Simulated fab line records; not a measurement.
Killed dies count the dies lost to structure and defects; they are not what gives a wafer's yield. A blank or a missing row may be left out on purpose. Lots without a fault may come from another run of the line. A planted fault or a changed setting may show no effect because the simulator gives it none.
Split-lot experiment    flow n5Finfet    route with 1938 steps; 7 lots, 21 wafers read

== ON THE SPLIT ==
At N5_SD_EPI_N_ETCH_45 (etches SiOCN in CH3F/O2, target depth 6 nm), the setting targetDepthA was moved away from the recipe's 60 angstrom on 8 of the 21 wafers read, by -3.6% to +10.9%. This setting was run at the recipe's value on the other wafers.

Reading taken at the split's own step.

== THE READING ==
etch.depthNm (the simulator's own value, which no gauge read), in nm, at N5_SD_EPI_N_ETCH_45 (etches SiOCN in CH3F/O2, target depth 6 nm). The file does not state a usual value for it. The 13 wafers here that ran the recipe average 5.974 nm, standard deviation 0.094 nm.

wafer   tool, chamber at the split  targetDepthA as run, angstrom  against the recipe  etch.depthNm, nm  against lot-mates on the recipe
L079.1  rieDiel-04, 0               64.22                          +7.0%               6.196             +0.289
L079.3  rieDiel-04, 2               64.22                          +7.0%               6.329             +0.422
L079.5  rieDiel-04, 3               60                             recipe              5.907             -
L080.2  rieDiel-01, 0               60                             recipe              6.084             -
L080.4  rieDiel-01, 0               66.55                          +10.9%              6.715             +0.652
L080.5  rieDiel-01, 3               60                             recipe              6.042             -
L084.2  rieDiel-01, 2               61.86                          +3.1%               6.454             +0.417
L084.3  rieDiel-01, 0               60                             recipe              6.037             -
L084.4  rieDiel-01, 1               61.86                          +3.1%               6.144             +0.107
L089.2  rieDiel-04, 3               60                             recipe              5.97              -
L089.3  rieDiel-04, 1               60                             recipe              5.941             -
L089.6  rieDiel-04, 3               60                             recipe              5.96              -
L091.3  rieDiel-01, 2               62.67                          +4.4%               6.415             +0.365
L091.5  rieDiel-01, 1               60                             recipe              5.932             -
L091.6  rieDiel-01, 2               60                             recipe              6.168             -
L096.1  rieDiel-04, 0               60                             recipe              6.05              -
L096.4  rieDiel-04, 1               57.81                          -3.6%               5.668             -0.382
L096.5  rieDiel-04, 2               57.81                          -3.6%               5.597             -0.453
L097.2  rieDiel-04, 2               60                             recipe              5.887             -
L097.4  rieDiel-04, 2               60                             recipe              5.86              -
L097.6  rieDiel-04, 1               60                             recipe              5.821             -

FIT RESULTS
A straight line over all 21 wafers: etch.depthNm changes by +0.0664 nm for each +1% of targetDepthA; r = +0.88; the points scatter about the line by 0.13 nm.
The same after taking each lot's own level away (the mean of its wafers on the recipe; 21 wafers): +0.0672 nm for each +1%; r = +0.93; scatter 0.098 nm.
On that fit, the largest move of targetDepthA shifts the reading by 0.73 nm.
From 5.8560 to 6.0630 nm: that is the span of the lots' own levels, equal to 2.2 times the standard deviation above.
So the lot-to-lot level changes the slope little: the two slopes agree.
Check: for one of the wafers moved furthest among these (+10.9%), held out of the fit, the line's prediction against its lot-mates is +0.753 nm. It came out at +0.652 nm against them.

== THESE WAFERS: OTHER SPLITS ==
Note: prior to the reading, these wafers also went through further splits. Each is held against what the fit with the lots' levels taken away leaves over:
other split on the same wafers            wafers away from the commonest value  r with etch.depthNm (lot level and that fit taken away)
N5_WELL_APT_EXPOSE_05 doseMj              5                                     -0.18
N5_WELL_APT_DESCUM_13 timeS               7                                     -0.26
N5_PMOS_HMC_CHANNEL_EPI_EXPOSE_06 doseMj  7                                     +0.16
N5_PMOS_HMC_CHANNEL_EPI_PEB_07 pebTimeS   7                                     -0.23

== THE FILE'S OWN FIT ==
etch.depthNm changes by +0.0642 nm for each +1% of targetDepthA, r = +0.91.
